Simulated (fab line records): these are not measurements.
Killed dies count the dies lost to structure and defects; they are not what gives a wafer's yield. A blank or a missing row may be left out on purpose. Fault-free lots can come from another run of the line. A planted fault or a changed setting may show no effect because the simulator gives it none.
Split-lot study | flow n5 finfet | 7 lots, 21 wafers read, on a route of 1938 steps

== THE SPLIT ==
At N5_BEOL_M8_ILD_DEP_00 (deposits SiCOH lowk from DEMS/porogen, target thk 179.75 nm, time 33.4 s), the setting time s was moved away from the recipe's 33.4 s on 9 of the 21 wafers read, by -9.7% to +13.5%. This setting was run at the recipe's value on the other wafers.

== FROM THE SPLIT ON TO THE READING: in between, the file shows 1 step ==
- N5_BEOL_M8_CURE_74: cures SiCOH lowk, time 240 s

== THE READING ==
At N5_BEOL_M8_THK_MEAS_01: M8_ILD_THK, given in nm. A value of 156.9 nm with a standard deviation of 2.4 nm is what fault-free wafers of this fab line usually give.

wafer  | tool, chamber at the split | time s as run, s | against the recipe | M8_ILD_THK, nm | against lot-mates on the recipe
L076.1 | pecvd-01, 2                | 33.4             | recipe             | 156.9          | -
L076.2 | pecvd-01, 1                | 37.92            | +13.5%             | 177.8          | +20.9
L076.6 | pecvd-01, 0                | 37.92            | +13.5%             | 181.1          | +24.2
L080.1 | pecvd-03, 0                | 30.41            | -9.0%              | 139.7          | -17.0
L080.2 | pecvd-03, 2                | 30.41            | -9.0%              | 138.1          | -18.6
L080.4 | pecvd-03, 0                | 33.4             | recipe             | 156.7          | -
L082.1 | pecvd-01, 1                | 30.44            | -8.9%              | 145.7          | -10.2
L082.2 | pecvd-01, 2                | 33.4             | recipe             | 155.9          | -
L082.6 | pecvd-01, 0                | 30.44            | -8.9%              | 147.3          | -8.6
L084.2 | pecvd-01, 2                | 30.16            | -9.7%              | 138.0          | -17.1
L084.3 | pecvd-01, 0                | 33.4             | recipe             | 155.1          | -
L084.5 | pecvd-01, 1                | 30.16            | -9.7%              | 141.8          | -13.3
L089.2 | pecvd-03, 1                | 34.81            | +4.2%              | 157.4          | +2.7
L089.5 | pecvd-03, 0                | 33.4             | recipe             | 154.2          | -
L089.6 | pecvd-03, 2                | 33.4             | recipe             | 155.3          | -
L093.2 | pecvd-03, 2                | 33.4             | recipe             | 154.3          | -
L093.3 | pecvd-03, 0                | 33.4             | recipe             | 153.7          | -
L093.4 | pecvd-03, 1                | 33.4             | recipe             | 156.3          | -
L095.4 | pecvd-02, 1                | 33.4             | recipe             | 158.6          | -
L095.5 | pecvd-02, 2                | 33.4             | recipe             | 155.9          | -
L095.6 | pecvd-02, 0                | 33.4             | recipe             | 156.3          | -

FIT RESULTS
A straight line over all 21 wafers: M8_ILD_THK changes by +1.6 nm for each +1% of time s; r = +0.97; the points scatter about the line by 2.6 nm.
The same after taking each lot's own level away (the mean of its wafers on the recipe; 21 wafers): +1.58 nm for each +1%; r = +0.97; scatter 2.4 nm.
The reading moves by 21 nm for the largest change in time s, on that fit.
Measured against the standard deviation above, the lots' own levels, which go from 154.75 to 156.93 nm, span 0.9 times it.
The two slopes agree, so the slope changes little with the lot-to-lot level.
Check: +21.5 nm against its lot-mates is what the line predicts for one of the wafers moved furthest among these (+13.5%) when that wafer is left out of the fit. Against them it came out at +20.9 nm.

== FURTHER SPLITS ON THESE WAFERS ==
Before the reading, these wafers also passed through other splits. Each is held against what the fit with the lots' levels taken away leaves over:
other split on the same wafers     | wafers away from the commonest value | r with M8_ILD_THK (lot level and that fit taken away)
N5_BEOL_M0_SAQP_DESCUM_19 time s   | 8                                    | +0.61
N5_BEOL_M1_PECVD_72 time s         | 6                                    | +0.32
N5_BEOL_M2_TRENCH_ETCH_37 source w | 10                                   | +0.22
N5_BEOL_M5_ETCH_62 source w        | 6                                    | -0.31
N5_BEOL_M5_COAT_66 spin rpm        | 10                                   | -0.34
N5_BEOL_M6_PECVD_70 time s         | 8                                    | +0.15
N5_BEOL_M6_COAT_05 spin rpm        | 8                                    | -0.07
N5_BEOL_M7_PECVD_70 temp c         | 6                                    | +0.48

== THE WHOLE CHAIN: every reading that the file lists as answering this split, in the file's order ==
step                   | what it does                                                             | reading                                                                                  | change (the file's fit)              | r (the file's)
N5_BEOL_M8_ILD_DEP_00  | deposits SiCOH lowk from DEMS/porogen, target thk 179.75 nm, time 33.4 s | SiCOH_lowk_of_BEOL_M8_ILD_DEP_00.thk nm (the simulator's own value, which no gauge read) | +1.79 nm for each +1% of the setting | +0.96
N5_BEOL_M8_CURE_74     | cures SiCOH lowk, time 240 s                                             | SiCOH_lowk_of_BEOL_M8_ILD_DEP_00.thk nm (the simulator's own value, which no gauge read) | +1.56 nm for each +1% of the setting | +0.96
N5_BEOL_M8_THK_MEAS_01 |                                                                          | M8_ILD_THK                                                                               | +1.56 for each +1% of the setting    | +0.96

== FILE'S OWN FIT ==
M8_ILD_THK changes by +1.56 nm for each +1% of time s, r = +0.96.
